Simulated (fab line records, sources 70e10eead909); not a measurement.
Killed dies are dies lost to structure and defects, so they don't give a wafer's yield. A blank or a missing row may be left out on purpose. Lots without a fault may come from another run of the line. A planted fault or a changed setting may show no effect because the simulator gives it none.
fab line records | flow nand_harc
record lots=6 wafers=18 last_day=33
route steps=1302 shown A_DECK1_JOINT@541 A_ONON_D2@545 END@1302
lots that met no fault: from a run of the same line without faults
start_h: hours from the record's first day to the start of the lot's first wafer shown | wait_h: hours since the lot's step before | " the same as in the row above | L1.1+2: a row that stands for several wafers | - no value, or no start given | * or withheld: withheld | < > ~ a bound
route shown NAME@n: a module of which the file shows steps, and the number in the route of the first | usual: mean/standard deviation of fault-free wafers | same: alike in all rows | chamber/n: place in a boat | sites: the reading at each site | _std_site: their standard deviation | _edge_site: outer sites' mean less inner sites' | radius_mm: how far each site lies from the wafer's centre | mask NAME#n: copy n | behind: the tool/chamber that last shaped the wafer | hold: why the lot was held/for how many hours/how that ended | device: the transistor (n, p or np) that didn't switch | end of line: the same wafers' tests at the end of the route | a step without rows: its recipe alone | killed: dies lost to structure and defects at the first sort, not the wafer's yield | map: a wafer's dies, x killed, . not, _ none there
set.NAME: the setting as run; set.NAME@STEP: as run at that earlier step | model.NAME: the simulator's own value behind a step, which no gauge read
lots at some steps of the route; a table a step, a row a wafer
services: from which hour (start_h, from the record's first day; less than 0 if before it) a tool's chamber was out of use, for how many hours, and why
## steps
# step NHARC_A_DECK1_JOINT_SRD_15
# step NHARC_A_DECK1_JOINT_DEP_16
# recipe target_thk_a=450 temp_c=400 pressure_torr=6.5 rf_w=900 teos_flow_sccm=161.4 flow_sccm=2650 target_thk_nm=45 gas=O2 material=SiO2
# usual heater_power_w=516/63 throttle_valve_pct=16.1/0.51
# columns lot.wafer tool chamber start_h wait_h heater_power_w throttle_valve_pct
L568.1 pecvd-03 0 325.33 0.1 556 16.2
L568.2 " 1 " " 492 15.3
L568.4 " 2 " " 469 15.6
L571.3 pecvd-01 0 358.81 0.1 632 15.7
L571.1 " 1 " " 578 16.8
L571.5 " 2 " " 487 16.4
L574.3 pecvd-02 0 387.17 0.1 467 16.7
L574.4 " 0 " " 461 16.7
L574.5 " 1 " " 414 15.6
L578.2 pecvd-01 2 441.05 0.3 606 16.3
L578.3 " 0 " " 607 15.9
L578.4 " 1 " " 568 16.9
L584.2 pecvd-02 1 499.00 0.1 448 16.0
L584.1 " 2 " " 443 16.8
L584.3 " 0 " " 520 16.0
L585.1 pecvd-02 1 501.73 0.2 516 16.0
L585.2 " 2 " " 543 16.7
L585.4 " 1 " " 506 16.3
# step NHARC_A_DECK1_JOINT_THK_MEAS_17
# recipe thk_meas_gauge=ellipsometry
# usual thk_nm=45.0/1.1
# columns lot.wafer tool chamber start_h wait_h thk_nm
L568.1 film_metro-02 - 325.60 0.2 45.5
L568.2 " - " " 44.0
L568.4 " - " " 45.1
L571.1 film_metro-01 - 359.09 0.2 45.2
L571.3 " - " " 44.3
L571.5 " - " " 46.5
L574.3 film_metro-01 - 387.42 0.2 42.8
L574.4 " - " " 45.2
L574.5 " - " " 46.3
L578.2 film_metro-01 - 441.30 0.2 42.1
L578.3 " - " " 44.6
L578.4 " - " " 45.7
L584.1 film_metro-01 - 499.28 0.2 46.2
L584.2 " - " " 43.2
L584.3 " - " " 45.7
L585.1 film_metro-02 - 502.01 0.3 44.5
L585.2 " - " " 45.2
L585.4 " - " " 45.6
# step NHARC_A_DECK1_JOINT_INSPECT_05
# usual raw_defect_count=333/130
# columns lot.wafer tool chamber start_h wait_h raw_defect_count
L568.1 defect_inspect-01 - 325.64 0.0 231
L568.2 " - " " 223
L568.4 " - " " 238
L571.1 defect_inspect-02 - 359.13 0.0 168
L571.3 " - " " 340
L571.5 " - " " 349
L574.3 defect_inspect-02 - 387.46 0.0 221
L574.4 " - " " 323
L574.5 " - " " 474
L578.2 defect_inspect-01 - 441.34 0.0 366
L578.3 " - " " 457
L578.4 " - " " 253
L584.1 defect_inspect-02 - 499.32 0.0 187
L584.2 " - " " 405
L584.3 " - " " 395
L585.1 defect_inspect-02 - 502.04 0.0 371
L585.2 " - " " 241
L585.4 " - " " 227
# step NHARC_A_ONON_D2_DEP_00
# recipe target_thk_a=10000 n2_flow_sccm=2750 n2o_flow_sccm=2000 nh3_flow_sccm=500 sih4_flow_sccm=210 temp_c=400
# step NHARC_A_ONON_D2_THK_MEAS_02
# recipe thk_meas_gauge=ellipsometry
# usual thk_nm=999/9.3
# columns lot.wafer tool chamber start_h wait_h thk_nm
L568.1 film_metro-01 - 326.22 - 1003
L568.2 " - " " 1005
L568.4 " - " " 1003
L571.1 film_metro-02 - 359.70 - 1001
L571.3 " - " " 1001
L571.5 " - " " 1002
L574.3 film_metro-01 - 388.04 - 989
L574.4 " - " " 989
L574.5 " - " " 991
L578.2 film_metro-02 - 441.92 - 995
L578.3 " - " " 994
L578.4 " - " " 995
L584.1 film_metro-01 - 499.89 - 1001
L584.2 " - " " 1000
L584.3 " - " " 999
L585.1 film_metro-02 - 502.62 - 1010
L585.2 " - " " 1011
L585.4 " - " " 1013
# step NHARC_A_ONON_D2_DEP_03
# recipe target_thk_a=10000 n2_flow_sccm=2750 n2o_flow_sccm=2000 nh3_flow_sccm=500 sih4_flow_sccm=210 temp_c=400
# step NHARC_A_ONON_D2_THK_MEAS_05
# recipe thk_meas_gauge=ellipsometry
# usual thk_nm=996/8.7
# columns lot.wafer tool chamber start_h wait_h thk_nm
L568.1 film_metro-02 - 326.78 - 1009
L568.2 " - " " 1009
L568.4 " - " " 1008
L571.1 film_metro-02 - 360.27 - 989
L571.3 " - " " 989
L571.5 " - " " 988
L574.3 film_metro-02 - 388.89 - 1002
L574.4 " - " " 1001
L574.5 " - " " 1002
L578.2 film_metro-01 - 442.48 - 996
L578.3 " - " " 997
L578.4 " - " " 998
L584.1 film_metro-01 - 500.46 - 990
L584.2 " - " " 991
L584.3 " - " " 988
L585.1 film_metro-01 - 503.19 - 986
L585.2 " - " " 985
L585.4 " - " " 987
# step NHARC_A_ONON_D2_DEP_06
# recipe target_thk_a=10000 n2_flow_sccm=2750 n2o_flow_sccm=2000 nh3_flow_sccm=500 sih4_flow_sccm=210 temp_c=400
# step NHARC_A_ONON_D2_THK_MEAS_08
# recipe thk_meas_gauge=ellipsometry
# usual thk_nm=1000/7.7
# columns lot.wafer tool chamber start_h wait_h thk_nm
L568.1 film_metro-01 - 327.33 - 1001
L568.2 " - " " 1001
L568.4 " - " " 1002
L571.1 film_metro-02 - 360.84 - 1004
L571.3 " - " " 1003
L571.5 " - " " 1004
L574.3 film_metro-01 - 389.46 - 988
L574.4 " - " " 988
L574.5 " - " " 987
L578.2 film_metro-01 - 443.04 - 1016
L578.3 " - " " 1016
L578.4 " - " " 1017
L584.1 film_metro-02 - 501.03 - 1018
L584.2 " - " " 1015
L584.3 " - " " 1017
L585.1 film_metro-02 - 503.75 - 996
L585.2 " - " " 997
L585.4 " - " " 995
# step NHARC_A_ONON_D2_DEP_09
# recipe target_thk_a=10000 n2_flow_sccm=2750 n2o_flow_sccm=2000 nh3_flow_sccm=500 sih4_flow_sccm=210 temp_c=400
# step NHARC_A_ONON_D2_THK_MEAS_11
# recipe thk_meas_gauge=ellipsometry
# usual thk_nm=1003/10
# columns lot.wafer tool chamber start_h wait_h thk_nm
L568.1 film_metro-02 - 327.90 - 1010
L568.2 " - " " 1008
L568.4 " - " " 1009
L571.1 film_metro-02 - 361.41 - 1006
L571.3 " - " " 1005
L571.5 " - " " 1007
L574.3 film_metro-02 - 390.02 - 1004
L574.4 " - " " 1003
L574.5 " - " " 1003
L578.2 film_metro-01 - 443.62 - 989
L578.3 " - " " 989
L578.4 " - " " 990
L584.1 film_metro-01 - 501.59 - 1028
L584.2 " - " " 1027
L584.3 " - " " 1026
L585.1 film_metro-02 - 504.32 - 1001
L585.2 " - " " 1003
L585.4 " - " " 1003
# step NHARC_A_ONON_D2_DEP_12
# recipe target_thk_a=10000 n2_flow_sccm=2750 n2o_flow_sccm=2000 nh3_flow_sccm=500 sih4_flow_sccm=210 temp_c=400
# columns lot.wafer tool chamber start_h wait_h
L568.1+2+4 pecvd_onon-02 0 327.96 0.1
L571.1+3+5 pecvd_onon-02 0 361.47 0.1
L574.3+4+5 pecvd_onon-01 0 390.19 0.2
L578.2+3+4 pecvd_onon-02 0 443.73 0.1
L584.1+2+3 pecvd_onon-02 0 501.65 0.1
L585.1+2+4 pecvd_onon-02 0 504.38 0.1
# step NHARC_A_ONON_D2_THK_MEAS_14
# recipe thk_meas_gauge=ellipsometry
# usual thk_nm=1002/10
# columns lot.wafer tool chamber start_h wait_h thk_nm
L568.1 film_metro-02 - 328.49 - 998
L568.2 " - " " 999
L568.4 " - " " 998
L571.1 film_metro-02 - 361.97 - 1008
L571.3 " - " " 1010
L571.5 " - " " 1008
L574.3 film_metro-01 - 390.58 - 984
L574.4 " - " " 985
L574.5 " - " " 987
L578.2 film_metro-02 - 444.19 - 998
L578.3 " - " " 997
L578.4 " - " " 1000
L584.1 film_metro-02 - 502.15 - 1602
L584.2 " - " " 995
L584.3 " - " " 995
L585.1 film_metro-02 - 504.89 - 1613
L585.2 " - " " 1004
L585.4 " - " " 1004
# step NHARC_A_ONON_D2_ANNEAL_15
# recipe temp_c=750 time_s=3600
# step NHARC_END_SORT_01
# recipe temp_c=25
# usual killed_at_array=49/18 killed_at_other=0.7/1.1 killed_at_periphery=4.0/2.6 killed_dies=54/19 killed_open=3.4/1.7 killed_short=2.5/1.7
# same gross_dies=677
# columns lot.wafer tool chamber start_h wait_h killed_at_array killed_at_other killed_at_periphery killed_dies killed_open killed_short
L571.1 prober-01 0 645.40 2.5 35 1 4 40 6 1
L571.3 prober-01 0 647.01 3.1 29 1 6 36 2 4
L571.5 prober-01 0 648.61 3.7 35 1 4 40 3 5
L584.1 prober-02 0 782.68 2.5 672 0 5 677 3 1
L584.2 prober-02 0 783.49 2.8 49 0 6 55 4 1
L584.3 prober-02 0 784.30 3.1 50 0 4 54 1 1
L585.1 prober-01 0 790.54 2.6 668 0 9 677 3 5
# killed by level:class
L571.1 A_CHANNEL_HOLE_D2:chamber_film_flake=13 A_CHANNEL_HOLE_D1:chamber_film_flake=6 A_CHANNEL_FILL_D2:chamber_film_flake=4 A_ONON_D1:geometric_particle:open=2 A_WL_FILL:geometric_particle:open=2 P_GATE:chamber_film_flake=2 A_CHANNEL_FILL_D1:chamber_film_flake=2 A_STAIRCASE:chamber_film_flake=2
L571.3 A_CHANNEL_HOLE_D2:chamber_film_flake=13 P_GATE:chamber_film_flake=3 A_CHANNEL_HOLE_D1:chamber_film_flake=3 A_STAIRCASE:chamber_film_flake=3 A_CHANNEL_FILL_D2:geometric_particle:short=2 A_CHANNEL_FILL_D2:chamber_film_flake=2 A_CONTACT:chamber_film_flake=2 P_M1:geometric_particle:open=1
L571.5 A_CHANNEL_HOLE_D2:chamber_film_flake=12 A_CONTACT:chamber_film_flake=7 A_STAIRCASE:chamber_film_flake=3 P_BONDPAD:chamber_film_flake=2 A_CHANNEL_HOLE_D1:chamber_film_flake=2 A_WL_FILL:chamber_film_flake=2 P_CONTACT:geometric_particle:open=1 A_ONON_D2:geometric_particle:open=1
L584.1 A_ONON_D2:area_dep=612 A_SLIT:chamber_film_flake=26 A_CHANNEL_HOLE_D2:chamber_film_flake=19 A_CONTACT:chamber_film_flake=8 A_SGD_CUT:chamber_film_flake=5 P_STI:geometric_particle:open=1 P_GATE:geometric_particle:open=1 P_M0:geometric_particle:open=1
L584.2 A_SLIT:chamber_film_flake=23 A_CHANNEL_HOLE_D2:chamber_film_flake=13 A_CHANNEL_FILL_D1:chamber_film_flake=5 P_STI:chamber_film_flake=3 A_DECK1_JOINT:chamber_film_flake=2 A_SGD_CUT:chamber_film_flake=2 P_M0:geometric_particle:open=1 P_M1:geometric_particle:short=1
L584.3 A_CHANNEL_HOLE_D2:chamber_film_flake=21 A_SLIT:chamber_film_flake=16 A_CHANNEL_FILL_D1:chamber_film_flake=4 A_SGD_CUT:chamber_film_flake=3 A_CONTACT:chamber_film_flake=3 P_BONDPAD:geometric_particle:short=1 A_DECK1_JOINT:geometric_particle:open=1 P_ZERO_WELL:chamber_film_flake=1
L585.1 A_ONON_D2:area_dep=640 A_CONTACT:chamber_film_flake=12 A_SLIT:chamber_film_flake=7 P_BONDPAD:chamber_film_flake=3 P_M0:geometric_particle:short=2 A_DECK1_JOINT:geometric_particle:short=2 P_M0:geometric_particle:open=1 A_DECK1_JOINT:geometric_particle:open=1
# map L584.1 (x killed, . not)
____________x____________
_________xxxxxxx_________
_______xxxxxxxxxxx_______
______xxxxxxxxxxxxx______
_____xxxxxxxxxxxxxxx_____
____xxxxxxxxxxxxxxxxx____
____xxxxxxxxxxxxxxxxx____
___xxxxxxxxxxxxxxxxxxx___
___xxxxxxxxxxxxxxxxxxx___
__xxxxxxxxxxxxxxxxxxxxx__
__xxxxxxxxxxxxxxxxxxxxx__
_xxxxxxxxxxxxxxxxxxxxxxx_
_xxxxxxxxxxxxxxxxxxxxxxx_
_xxxxxxxxxxxxxxxxxxxxxxx_
_xxxxxxxxxxxxxxxxxxxxxxx_
_xxxxxxxxxxxxxxxxxxxxxxx_
xxxxxxxxxxxxxxxxxxxxxxxxx
xxxxxxxxxxxxxxxxxxxxxxxxx
xxxxxxxxxxxxxxxxxxxxxxxxx
xxxxxxxxxxxxxxxxxxxxxxxxx
xxxxxxxxxxxxxxxxxxxxxxxxx
_xxxxxxxxxxxxxxxxxxxxxxx_
_xxxxxxxxxxxxxxxxxxxxxxx_
_xxxxxxxxxxxxxxxxxxxxxxx_
_xxxxxxxxxxxxxxxxxxxxxxx_
_xxxxxxxxxxxxxxxxxxxxxxx_
__xxxxxxxxxxxxxxxxxxxxx__
__xxxxxxxxxxxxxxxxxxxxx__
___xxxxxxxxxxxxxxxxxxx___
___xxxxxxxxxxxxxxxxxxx___
____xxxxxxxxxxxxxxxxx____
____xxxxxxxxxxxxxxxxx____
_____xxxxxxxxxxxxxxx_____
______xxxxxxxxxxxxx______
_______xxxxxxxxxxx_______
_________xxxxxxx_________
____________x____________
# map L585.1 (x killed, . not)
____________x____________
_________xxxxxxx_________
_______xxxxxxxxxxx_______
______xxxxxxxxxxxxx______
_____xxxxxxxxxxxxxxx_____
____xxxxxxxxxxxxxxxxx____
____xxxxxxxxxxxxxxxxx____
___xxxxxxxxxxxxxxxxxxx___
___xxxxxxxxxxxxxxxxxxx___
__xxxxxxxxxxxxxxxxxxxxx__
__xxxxxxxxxxxxxxxxxxxxx__
_xxxxxxxxxxxxxxxxxxxxxxx_
_xxxxxxxxxxxxxxxxxxxxxxx_
_xxxxxxxxxxxxxxxxxxxxxxx_
_xxxxxxxxxxxxxxxxxxxxxxx_
_xxxxxxxxxxxxxxxxxxxxxxx_
xxxxxxxxxxxxxxxxxxxxxxxxx
xxxxxxxxxxxxxxxxxxxxxxxxx
xxxxxxxxxxxxxxxxxxxxxxxxx
xxxxxxxxxxxxxxxxxxxxxxxxx
xxxxxxxxxxxxxxxxxxxxxxxxx
_xxxxxxxxxxxxxxxxxxxxxxx_
_xxxxxxxxxxxxxxxxxxxxxxx_
_xxxxxxxxxxxxxxxxxxxxxxx_
_xxxxxxxxxxxxxxxxxxxxxxx_
_xxxxxxxxxxxxxxxxxxxxxxx_
__xxxxxxxxxxxxxxxxxxxxx__
__xxxxxxxxxxxxxxxxxxxxx__
___xxxxxxxxxxxxxxxxxxx___
___xxxxxxxxxxxxxxxxxxx___
____xxxxxxxxxxxxxxxxx____
____xxxxxxxxxxxxxxxxx____
_____xxxxxxxxxxxxxxx_____
______xxxxxxxxxxxxx______
_______xxxxxxxxxxx_______
_________xxxxxxx_________
____________x____________
## services
# columns tool chamber start_h hours kind
pecvd-01 - 311.00 13.0 pm
pecvd-01 0 311.00 13.0 vent_cycle
pecvd-01 1 311.00 13.0 vent_cycle
pecvd-01 2 311.00 13.0 vent_cycle
pecvd-01 0 324.00 - clean
pecvd-01 1 324.00 - clean
pecvd-01 2 324.00 - clean
pecvd-02 2 324.58 11.8 repair
pecvd-03 2 337.48 3.6 repair
pecvd_onon-01 - 350.21 2.7 repair
pecvd-03 - 366.09 13.0 pm
pecvd_onon-02 - 366.54 13.0 pm
pecvd-02 - 409.82 13.0 pm
pecvd-02 0 409.82 13.0 vent_cycle
pecvd-02 1 409.82 13.0 vent_cycle
pecvd-02 2 409.82 13.0 vent_cycle
pecvd-02 0 422.82 - clean
pecvd-02 1 422.82 - clean
pecvd-02 2 422.82 - clean
pecvd_onon-01 - 450.21 13.0 pm
pecvd-01 - 492.00 13.0 pm
pecvd-01 0 492.00 13.0 vent_cycle
pecvd-01 1 492.00 13.0 vent_cycle
pecvd-01 2 492.00 13.0 vent_cycle
## key
first_sign step=NHARC_A_ONON_D2_THK_MEAS_14 reading=thk_nm direction=up sigmas=61 usual=1002 struck=1608
effect step=NHARC_END_SORT_01 reading=killed_at_array direction=up sigmas=34 usual=49 struck=670
more_kills_born_at NHARC_A_ONON_D2_DEP_12@pecvd_onon-02=1252
met_at NHARC_A_ONON_D2_DEP_12
struck_wafers L584.1,L585.1
later_rows_left_out L584.1,L585.1
tester_left_out L584,L585
onset_between 443.73 501.65
fault kind=process_parameter_drift tool=pecvd_onon-02 chamber=- onset_h=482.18 steps=NHARC_A_ONON_D2_DEP_12 channel=target_thk_a offset=* shape=step end_h=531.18 scope=struck_wafers_only acts_in=* stated=*
# tester_left_out: of these lots the tester's yield and bins aren't shown, on N5 and GAA mostly nor the transistor test; their killed dies are dies lost to structure and defects alone, not to doping, threshold or leakage, so they don't give the yield
# later_rows_left_out: the simulator's readings of these wafers behind a module that went badly wrong aren't trusted and aren't shown, but for the sort
